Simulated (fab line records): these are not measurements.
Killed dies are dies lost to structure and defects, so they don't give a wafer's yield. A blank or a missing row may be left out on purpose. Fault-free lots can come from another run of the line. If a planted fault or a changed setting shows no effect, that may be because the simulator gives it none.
fab line records + flow n5Finfet + part 2 of 2: steps 4 to 6 of 6
[record]
- lots = 23
- wafers = 69
- lastDay = 20
route steps=1938 shown BEOL_M13@1672
lots that met no fault: from a run of the same line without faults
startH: hours from the record's first day to the start of the lot's first wafer shown + waitH: hours from the lot's prior step to this one + " identical to the entry in the row above + L1.1+2: a single row standing in for several wafers + - no value present, or no start provided + * or withheld: withheld + < > ~ a bound
route shown NAME@n: a module of which the file shows steps, and the number in the route of the first + usual: the fault-free wafers' mean and standard deviation + same: alike in all rows + chamber/n: place in a boat + sites: readings site by site + _std_site: standard deviation across them + _edge_site: outer sites' mean less inner sites' + radiusMm: how far each site lies from the wafer's centre + mask NAME#n: copy n + behind: tool/chamber where the wafer was last shaped + hold: why the lot went on hold/how many hours it stayed there/how the hold came to an end + device: the n, p or np transistor that did not switch + end of line: the route-end tests of the same wafers + a step with no rows: only its recipe + killed: at the first sort, the dies lost to defects and structure; wafer yield is something else + map: per-die view of a wafer (x killed, . not killed, _ where there is no die)
set.NAME: the setting as run; set.NAME@STEP: as run at that earlier step + model.NAME: the simulator's own value behind a step, which no gauge read
one table for each step of the route and one row for each wafer, over a sample of lots
services: a tool's chamber out of use, with start hour (startH, from the record's first day; less than 0 if before it), hours out, and reason
[[steps]]
[step N5_BEOL_M13_TRENCH_ETCH_34]
[recipe]
- chemistry = C4F8/O2/Ar
- target = SiOC
- targetDepthA = 4134.7
- maskMaterial = SOC
- pressureMtorr = 30
- sourceW = 3000
- biasW = 700
- Ar_flow_sccm = 400
- C4F8_flow_sccm = 15
- O2_flow_sccm = 8
- heInnerTorr = 15
- heOuterTorr = 30
- timeS = 162.6
- ionEnergyEv = 250
[usual]
- drypumpMotorCurrentA = 5.9/0.56
- oesProductAu = 0.79/0.073
- rfVppV = 665/3
- showerheadPlenumPTorr = 3.40/0.1
- throttleValvePct = 24.33/0.21
| lot.wafer | tool       | chamber | startH | waitH | drypumpMotorCurrentA | oesProductAu | rfHoursCounterH | rfVppV | showerheadPlenumPTorr | throttleValvePct |
|-----------|------------|---------|--------|-------|----------------------|--------------|-----------------|--------|-----------------------|------------------|
| L074.3    | rieDiel-06 | 0       | 277.50 | 0.0   | 6.4                  | 0.68         | 248             | 668    | 3.50                  | 24.57            |
| L074.4    | "          | 1       | "      | "     | 5.2                  | 0.95         | 8               | 667    | 3.48                  | 23.97            |
| L074.5    | "          | 1       | "      | "     | 5.2                  | 0.95         | -               | 669    | 3.48                  | 23.96            |
| L075.2    | rieDiel-01 | 3       | 309.73 | 0.0   | 6.0                  | 0.87         | 45              | 662    | 3.33                  | 24.33            |
| L075.4    | "          | 1       | "      | "     | 6.3                  | 0.72         | 184             | 665    | 3.39                  | 24.18            |
| L075.6    | "          | 3       | "      | "     | 6.0                  | 0.88         | -               | 663    | 3.33                  | 24.32            |
| L076.1    | rieDiel-01 | 2       | 317.89 | 0.0   | 6.4                  | 0.84         | 58              | 671    | 3.59                  | 24.45            |
| L076.4    | "          | 3       | "      | "     | 6.0                  | 0.87         | 48              | 662    | 3.33                  | 24.33            |
| L076.6    | "          | 2       | "      | "     | 6.4                  | 0.84         | -               | 670    | 3.59                  | 24.47            |
| L077.1    | rieDiel-03 | 2       | 321.75 | 0.0   | 5.0                  | 0.73         | 183             | 667    | 3.54                  | 24.35            |
| L077.2    | "          | 0       | "      | "     | 5.6                  | 0.69         | 233             | 665    | 3.38                  | 24.51            |
| L077.5    | "          | 0       | "      | "     | 5.6                  | 0.69         | -               | 666    | 3.38                  | 24.50            |
| L078.1    | rieDiel-06 | 1       | 334.44 | 0.0   | 5.2                  | 0.90         | 28              | 667    | 3.47                  | 23.99            |
| L078.3    | "          | 2       | "      | "     | 6.4                  | 0.73         | 195             | 662    | 3.28                  | 24.37            |
| L078.4    | "          | 3       | "      | "     | 5.2                  | 0.77         | 99              | 665    | 3.43                  | 24.48            |
| L080.1    | rieDiel-01 | 0       | 338.13 | 0.0   | 6.6                  | 0.76         | 141             | 661    | 3.29                  | 24.64            |
| L080.2    | "          | 1       | "      | "     | 6.3                  | 0.72         | 192             | 664    | 3.39                  | 24.17            |
| L080.5    | "          | 3       | "      | "     | 6.0                  | 0.86         | -               | 663    | 3.33                  | 24.33            |
| L081.1    | rieDiel-06 | 3       | 344.19 | 0.0   | 5.2                  | 0.77         | 103             | 667    | 3.43                  | 24.48            |
| L081.3    | "          | 0       | "      | "     | 6.5                  | 0.90         | 13              | 666    | 3.50                  | 24.32            |
| L081.4    | "          | 2       | "      | "     | 6.4                  | 0.72         | 198             | 661    | 3.28                  | 24.39            |
| L083.1    | rieDiel-03 | 0       | 345.07 | 0.0   | 5.6                  | 0.68         | 239             | 662    | 3.37                  | 24.50            |
| L083.5    | "          | 0       | "      | "     | 5.6                  | 0.68         | -               | 665    | 3.37                  | 24.49            |
| L083.6    | "          | 3       | "      | "     | 5.4                  | 0.83         | -               | 667    | 3.44                  | 24.25            |
| L082.3    | rieDiel-03 | 3       | 352.30 | 0.0   | 5.4                  | 0.82         | 87              | 667    | 3.44                  | 24.27            |
| L082.5    | "          | 3       | "      | "     | 5.3                  | 0.82         | -               | 666    | 3.44                  | 24.29            |
| L082.6    | "          | 2       | "      | "     | 5.0                  | 0.72         | -               | 670    | 3.54                  | 24.36            |
| L084.3    | rieDiel-01 | 3       | 353.98 | 0.0   | 6.0                  | 0.86         | 58              | 663    | 3.33                  | 24.33            |
| L084.5    | "          | 1       | "      | "     | 6.3                  | 0.72         | -               | 664    | 3.38                  | 24.17            |
| L084.6    | "          | 0       | "      | "     | 6.7                  | 0.76         | -               | 662    | 3.29                  | 24.63            |
| L086.2    | rieDiel-01 | 2       | 364.89 | 0.0   | 6.4                  | 0.82         | 73              | 670    | 3.58                  | 24.47            |
| L086.3    | "          | 0       | "      | "     | 6.6                  | 0.75         | 149             | 662    | 3.29                  | 24.65            |
| L086.6    | "          | 2       | "      | "     | 6.4                  | 0.83         | -               | 670    | 3.58                  | 24.47            |
| L092.2    | rieDiel-06 | 3       | 366.37 | 0.0   | 5.2                  | 0.76         | 111             | 666    | 3.42                  | 24.51            |
| L092.3    | "          | 1       | "      | "     | 5.2                  | 0.88         | 38              | 667    | 3.46                  | 24.01            |
| L092.4    | "          | 2       | "      | "     | 6.4                  | 0.72         | 205             | 661    | 3.27                  | 24.38            |
| L085.3    | rieDiel-01 | 3       | 374.08 | 0.0   | 6.0                  | 0.84         | 65              | 662    | 3.32                  | 24.33            |
| L085.4    | "          | 0       | "      | "     | 6.6                  | 0.75         | 152             | 662    | 3.29                  | 24.64            |
| L085.6    | "          | 0       | "      | "     | 6.6                  | 0.75         | -               | 661    | 3.29                  | 24.64            |
| L088.3    | rieDiel-01 | 1       | 384.38 | 0.0   | 6.3                  | 0.72         | 205             | 664    | 3.38                  | 24.20            |
| L088.5    | "          | 0       | "      | "     | 6.6                  | 0.74         | -               | 662    | 3.29                  | 24.65            |
| L088.6    | "          | 1       | "      | "     | 6.3                  | 0.72         | -               | 666    | 3.38                  | 24.20            |
| L087.3    | rieDiel-03 | 1       | 389.11 | 0.0   | 6.1                  | 0.70         | 207             | 661    | 3.25                  | 23.84            |
| L087.4    | "          | 1       | "      | "     | 6.1                  | 0.69         | -               | 662    | 3.25                  | 23.82            |
| L087.6    | "          | 3       | "      | "     | 5.4                  | 0.82         | -               | 665    | 3.43                  | 24.28            |
| L089.2    | rieDiel-06 | 3       | 389.75 | 0.0   | 5.2                  | 0.75         | 118             | 666    | 3.42                  | 24.52            |
| L089.4    | "          | 2       | "      | "     | 6.4                  | 0.72         | 212             | 660    | 3.27                  | 24.40            |
| L089.5    | "          | 2       | "      | "     | 6.4                  | 0.71         | -               | 661    | 3.27                  | 24.41            |
| L090.2    | rieDiel-03 | 3       | 395.64 | 0.0   | 5.4                  | 0.81         | 100             | 667    | 3.43                  | 24.28            |
| L090.4    | "          | 2       | "      | "     | 5.0                  | 0.72         | -               | 666    | 3.53                  | 24.38            |
| L090.5    | "          | 1       | "      | "     | 6.1                  | 0.71         | -               | 659    | 3.25                  | 23.83            |
| L091.1    | rieDiel-06 | 0       | 402.28 | 0.0   | 6.4                  | 0.86         | 32              | 667    | 3.49                  | 24.35            |
| L091.3    | "          | 2       | "      | "     | 6.4                  | 0.71         | 216             | 662    | 3.27                  | 24.41            |
| L091.4    | "          | 3       | "      | "     | 5.2                  | 0.75         | 122             | 667    | 3.42                  | 24.51            |
| L097.1    | rieDiel-06 | 0       | 428.75 | 0.0   | 6.4                  | 0.86         | 40              | 667    | 3.48                  | 24.35            |
| L097.2    | "          | 1       | "      | "     | 5.2                  | 0.86         | 56              | 667    | 3.45                  | 24.03            |
| L097.6    | "          | 0       | "      | "     | 6.4                  | 0.85         | -               | 668    | 3.48                  | 24.36            |
| L096.1    | rieDiel-03 | 0       | 430.00 | 0.0   | 5.6                  | 0.95         | 8               | 663    | 3.36                  | 24.22            |
| L096.3    | "          | 3       | "      | "     | 5.4                  | 0.80         | 111             | 666    | 3.43                  | 24.30            |
| L096.6    | "          | 0       | "      | "     | 5.6                  | 0.94         | -               | 665    | 3.36                  | 24.22            |
| L079.1    | rieDiel-01 | 0       | 430.03 | 0.0   | 6.6                  | 0.73         | 168             | 662    | 3.28                  | 24.65            |
| L079.2    | "          | 1       | "      | "     | 6.3                  | 0.69         | 219             | 666    | 3.37                  | 24.21            |
| L079.6    | "          | 0       | "      | "     | 6.6                  | 0.73         | -               | 662    | 3.28                  | 24.66            |
| L094.1    | rieDiel-03 | 2       | 446.26 | 0.0   | 5.0                  | 0.70         | 221             | 669    | 3.52                  | 24.40            |
| L094.2    | "          | 1       | "      | "     | 6.1                  | 0.69         | 224             | 660    | 3.24                  | 23.83            |
| L094.6    | "          | 0       | "      | "     | 5.6                  | 0.94         | -               | 664    | 3.36                  | 24.22            |
| L095.1    | rieDiel-06 | 3       | 452.27 | 0.0   | 5.2                  | 0.74         | 134             | 665    | 3.41                  | 24.52            |
| L095.4    | "          | 2       | "      | "     | 6.4                  | 0.71         | 230             | 662    | 3.26                  | 24.43            |
| L095.6    | "          | 3       | "      | "     | 5.2                  | 0.75         | -               | 665    | 3.41                  | 24.52            |
[step N5_BEOL_M13_OCD_MEAS_35]
[usual]
- trenchDepthNm = 413/5.1
| lot.wafer | tool   | chamber | startH | waitH | trenchDepthNm |
|-----------|--------|---------|--------|-------|---------------|
| L074.3    | ocd-02 | -       | 277.67 | 0.0   | 407           |
| L074.4    | "      | -       | "      | "     | 418           |
| L074.5    | "      | -       | "      | "     | 421           |
| L075.2    | ocd-02 | -       | 309.92 | 0.0   | 416           |
| L075.4    | "      | -       | "      | "     | 409           |
| L075.6    | "      | -       | "      | "     | 421           |
| L076.1    | ocd-02 | -       | 318.07 | 0.0   | 419           |
| L076.4    | "      | -       | "      | "     | 413           |
| L076.6    | "      | -       | "      | "     | 419           |
| L077.1    | ocd-01 | -       | 321.92 | 0.0   | 407           |
| L077.2    | "      | -       | "      | "     | 402           |
| L077.5    | "      | -       | "      | "     | 407           |
| L078.1    | ocd-01 | -       | 334.62 | 0.0   | 417           |
| L078.3    | "      | -       | "      | "     | 406           |
| L078.4    | "      | -       | "      | "     | 410           |
| L080.1    | ocd-02 | -       | 338.30 | 0.0   | 417           |
| L080.2    | "      | -       | "      | "     | 406           |
| L080.5    | "      | -       | "      | "     | 413           |
| L081.1    | ocd-01 | -       | 344.37 | 0.0   | 412           |
| L081.3    | "      | -       | "      | "     | 416           |
| L081.4    | "      | -       | "      | "     | 401           |
| L083.1    | ocd-01 | -       | 345.25 | 0.0   | 403           |
| L083.5    | "      | -       | "      | "     | 406           |
| L083.6    | "      | -       | "      | "     | 412           |
| L082.3    | ocd-02 | -       | 352.48 | 0.0   | 411           |
| L082.5    | "      | -       | "      | "     | 413           |
| L082.6    | "      | -       | "      | "     | 405           |
| L084.3    | ocd-02 | -       | 354.16 | 0.0   | 415           |
| L084.5    | "      | -       | "      | "     | 411           |
| L084.6    | "      | -       | "      | "     | 416           |
| L086.2    | ocd-01 | -       | 365.06 | 0.0   | 417           |
| L086.3    | "      | -       | "      | "     | 415           |
| L086.6    | "      | -       | "      | "     | 418           |
| L092.2    | ocd-02 | -       | 366.55 | 0.0   | 411           |
| L092.3    | "      | -       | "      | "     | 420           |
| L092.4    | "      | -       | "      | "     | 404           |
| L085.3    | ocd-01 | -       | 374.26 | 0.0   | 409           |
| L085.4    | "      | -       | "      | "     | 414           |
| L085.6    | "      | -       | "      | "     | 415           |
| L088.3    | ocd-02 | -       | 384.56 | 0.0   | 413           |
| L088.5    | "      | -       | "      | "     | 420           |
| L088.6    | "      | -       | "      | "     | 414           |
| L087.3    | ocd-02 | -       | 389.29 | 0.0   | 414           |
| L087.4    | "      | -       | "      | "     | 411           |
| L087.6    | "      | -       | "      | "     | 417           |
| L089.2    | ocd-01 | -       | 389.93 | 0.0   | 407           |
| L089.4    | "      | -       | "      | "     | 403           |
| L089.5    | "      | -       | "      | "     | 406           |
| L090.2    | ocd-02 | -       | 395.81 | 0.0   | 417           |
| L090.4    | "      | -       | "      | "     | 412           |
| L090.5    | "      | -       | "      | "     | 415           |
| L091.1    | ocd-01 | -       | 402.46 | 0.0   | 417           |
| L091.3    | "      | -       | "      | "     | 407           |
| L091.4    | "      | -       | "      | "     | 413           |
| L097.1    | ocd-02 | -       | 428.93 | 0.0   | 420           |
| L097.2    | "      | -       | "      | "     | 423           |
| L097.6    | "      | -       | "      | "     | 419           |
| L096.1    | ocd-02 | -       | 430.17 | 0.0   | 417           |
| L096.3    | "      | -       | "      | "     | 414           |
| L096.6    | "      | -       | "      | "     | 415           |
| L079.1    | ocd-01 | -       | 430.20 | 0.0   | 411           |
| L079.2    | "      | -       | "      | "     | 406           |
| L079.6    | "      | -       | "      | "     | 411           |
| L094.1    | ocd-02 | -       | 446.44 | 0.0   | 406           |
| L094.2    | "      | -       | "      | "     | 411           |
| L094.6    | "      | -       | "      | "     | 418           |
| L095.1    | ocd-01 | -       | 452.44 | 0.0   | 410           |
| L095.4    | "      | -       | "      | "     | 405           |
| L095.6    | "      | -       | "      | "     | 412           |
[step N5_BEOL_M13_CMP_49]
[recipe]
- stopOn = SiOC
- tOverpolishS = 17.1
- downForcePsi = 1
- platenRpm = 50
- clearingPlatenDownForcePsi = 1.5
- clearingPlatenRpm = 50
- postCmpClean = cuAlkaline
- targetThkNm = 420
- clearingPlatenPadVelocityMS = 0.99484
- padVelocityMS = 0.99484
[usual]
- barrierFieldEndpointS = 30.2/0.63
- motorCurrentA = 6.2/0.65
- overpolishRunS = 17.099/0.0086
[same]
- tOverpolishS = 17.1
| lot.wafer | tool   | chamber | startH | waitH | barrierFieldEndpointS | motorCurrentA | overpolishRunS |
|-----------|--------|---------|--------|-------|-----------------------|---------------|----------------|
| L074.4    | cmp-01 | 0       | 279.75 | 0.1   | 29.7                  | 5.4           | 17.113         |
| L074.3    | "      | 1       | "      | "     | 30.0                  | 6.3           | 17.104         |
| L074.5    | "      | 0       | "      | "     | 30.0                  | 5.1           | 17.105         |
| L075.2    | cmp-03 | 2       | 312.02 | 0.3   | 29.9                  | 6.3           | 17.093         |
| L075.4    | "      | 3       | "      | "     | 29.4                  | 6.4           | 17.104         |
| L075.6    | "      | 1       | "      | "     | 30.1                  | 6.3           | 17.107         |
| L076.1    | cmp-01 | 3       | 320.19 | 0.4   | 30.6                  | 5.8           | 17.108         |
| L076.4    | "      | 0       | "      | "     | 30.3                  | 5.1           | 17.094         |
| L076.6    | "      | 1       | "      | "     | 30.1                  | 6.0           | 17.084         |
| L077.1    | cmp-03 | 2       | 324.29 | 0.3   | 30.2                  | 6.7           | 17.096         |
| L077.2    | "      | 3       | "      | "     | 29.4                  | 6.8           | 17.110         |
| L077.5    | "      | 2       | "      | "     | 29.5                  | 6.4           | 17.091         |
| L078.4    | cmp-02 | 3       | 337.47 | 0.3   | 30.6                  | 5.4           | 17.106         |
| L078.1    | "      | 0       | "      | "     | 30.0                  | 7.1           | 17.097         |
| L078.3    | "      | 1       | "      | "     | 30.2                  | 5.2           | 17.098         |
| L080.2    | cmp-01 | 3       | 342.15 | 0.2   | 30.7                  | 6.0           | 17.093         |
| L080.1    | "      | 0       | "      | "     | 29.3                  | 5.5           | 17.086         |
| L080.5    | "      | 2       | "      | "     | 29.2                  | 6.5           | 17.096         |
| L081.1    | cmp-02 | 0       | 348.22 | 0.3   | 30.6                  | 7.6           | 17.105         |
| L081.4    | "      | 1       | "      | "     | 31.0                  | 5.3           | 17.088         |
| L081.3    | "      | 2       | "      | "     | 30.2                  | 6.8           | 17.090         |
| L083.1    | cmp-03 | 3       | 348.74 | 0.4   | 30.4                  | 6.6           | 17.087         |
| L083.6    | "      | 0       | "      | "     | 29.7                  | 5.8           | 17.082         |
| L083.5    | "      | 1       | "      | "     | 30.1                  | 6.8           | 17.090         |
| L082.3    | cmp-01 | 2       | 356.83 | 0.3   | 30.1                  | 6.4           | 17.106         |
| L082.6    | "      | 3       | "      | "     | 31.0                  | 5.8           | 17.079         |
| L082.5    | "      | 0       | "      | "     | 30.3                  | 5.4           | 17.098         |
| L084.3    | cmp-02 | 1       | 358.67 | 0.2   | 30.0                  | 4.9           | 17.098         |
| L084.6    | "      | 3       | "      | "     | 29.9                  | 5.6           | 17.093         |
| L084.5    | "      | 0       | "      | "     | 29.8                  | 7.5           | 17.101         |
| L086.3    | cmp-02 | 2       | 371.59 | 0.2   | 30.4                  | 7.3           | 17.094         |
| L086.2    | "      | 3       | "      | "     | 31.2                  | 5.5           | 17.101         |
| L086.6    | "      | 3       | "      | "     | 30.4                  | 5.4           | 17.102         |
| L092.4    | cmp-03 | 0       | 373.44 | 0.1   | 30.8                  | 6.2           | 17.108         |
| L092.3    | "      | 1       | "      | "     | 30.1                  | 6.5           | 17.107         |
| L092.2    | "      | 3       | "      | "     | 31.5                  | 6.7           | 17.114         |
| L085.3    | cmp-03 | 2       | 375.99 | 0.2   | 30.4                  | 6.5           | 17.102         |
| L085.4    | "      | 3       | "      | "     | 31.6                  | 6.5           | 17.099         |
| L085.6    | "      | 2       | "      | "     | 30.3                  | 6.5           | 17.093         |
| L088.3    | cmp-02 | 0       | 385.92 | 0.3   | 29.9                  | 7.8           | 17.100         |
| L088.6    | "      | 1       | "      | "     | 29.2                  | 5.1           | 17.104         |
| L088.5    | "      | 2       | "      | "     | 30.1                  | 7.8           | 17.104         |
| L087.3    | cmp-01 | 2       | 392.89 | 0.2   | 29.7                  | 6.5           | 17.095         |
| L087.4    | "      | 3       | "      | "     | 30.0                  | 6.1           | 17.096         |
| L087.6    | "      | 1       | "      | "     | 28.8                  | 6.2           | 17.119         |
| L089.4    | cmp-01 | 3       | 395.42 | 0.2   | 30.2                  | 6.4           | 17.088         |
| L089.2    | "      | 1       | "      | "     | 29.9                  | 6.2           | 17.099         |
| L089.5    | "      | 3       | "      | "     | 30.7                  | 6.2           | 17.097         |
| L090.2    | cmp-03 | 2       | 398.29 | 0.2   | 30.3                  | 6.7           | 17.103         |
| L090.4    | "      | 3       | "      | "     | 30.6                  | 6.6           | 17.099         |
| L090.5    | "      | 2       | "      | "     | 29.7                  | 6.4           | 17.104         |
| L091.1    | cmp-03 | 2       | 403.79 | 0.3   | 30.3                  | 6.3           | 17.098         |
| L091.3    | "      | 3       | "      | "     | 31.0                  | 6.7           | 17.099         |
| L091.4    | "      | 1       | "      | "     | 30.0                  | 6.4           | 17.106         |
| L097.2    | cmp-01 | 1       | 430.85 | 0.2   | 30.2                  | 6.1           | 17.107         |
| L097.1    | "      | 2       | "      | "     | 29.5                  | 6.4           | 17.090         |
| L097.6    | "      | 2       | "      | "     | 30.7                  | 6.9           | 17.088         |
| L096.1    | cmp-02 | 0       | 433.50 | 0.3   | 30.3                  | 7.5           | 17.087         |
| L096.3    | "      | 3       | "      | "     | 29.7                  | 5.7           | 17.092         |
| L096.6    | "      | 1       | "      | "     | 31.2                  | 5.0           | 17.099         |
| L079.2    | cmp-03 | 3       | 435.70 | 0.3   | 30.4                  | 6.6           | 17.084         |
| L079.1    | "      | 0       | "      | "     | 30.0                  | 6.1           | 17.110         |
| L079.6    | "      | 2       | "      | "     | 29.6                  | 6.5           | 17.094         |
| L094.1    | cmp-03 | 0       | 450.13 | 0.3   | 30.8                  | 6.0           | 17.111         |
| L094.2    | "      | 2       | "      | "     | 30.1                  | 6.7           | 17.097         |
| L094.6    | "      | 0       | "      | "     | 29.8                  | 6.1           | 17.098         |
| L095.1    | cmp-01 | 0       | 454.49 | 0.3   | 30.9                  | 5.1           | 17.109         |
| L095.4    | "      | 3       | "      | "     | 30.6                  | 6.2           | 17.105         |
| L095.6    | "      | 0       | "      | "     | 31.3                  | 5.2           | 17.081         |
[[services]]
| tool           | chamber | startH | hours | kind   |
|----------------|---------|--------|-------|--------|
| cmp-03         | -       | 262.37 | 2.5   | repair |
| rieDiel-06     | 3       | 281.08 | 5.0   | repair |
| rieDiel-06     | 1       | 284.55 | 4.9   | repair |
| cmp-01         | -       | 288.63 | 2.4   | repair |
| rieDiel-03     | -       | 293.56 | 16.0  | repair |
| cmp-03         | -       | 312.21 | 3.3   | pm     |
| cmp-03         | -       | 318.05 | 1.8   | repair |
| cmp-02         | -       | 319.57 | 0.9   | repair |
| cmp-01         | -       | 327.51 | 4.0   | pm     |
| cmp-01         | -       | 335.24 | 6.8   | pm     |
| cmp-02         | -       | 343.07 | 2.4   | repair |
| cmp-02         | -       | 349.95 | 2.2   | repair |
| cmp-03         | -       | 362.08 | 1.0   | repair |
| cmp-03         | -       | 368.47 | 1.3   | repair |
| plasmaAsher-01 | -       | 376.10 | 2.4   | repair |
| cmp-01         | -       | 384.90 | 4.7   | repair |
| plasmaAsher-02 | -       | 387.13 | 2.1   | repair |
| rieDiel-03     | -       | 403.77 | 0.4   | repair |
| plasmaAsher-02 | -       | 410.35 | 2.8   | pm     |
| cmp-01         | -       | 420.08 | 4.2   | pm     |
| rieDiel-06     | 1       | 422.60 | 4.8   | repair |
| cmp-03         | -       | 423.70 | 11.6  | pm     |
| rieDiel-06     | 3       | 441.09 | 5.5   | repair |
| plasmaAsher-02 | -       | 445.73 | 2.2   | repair |
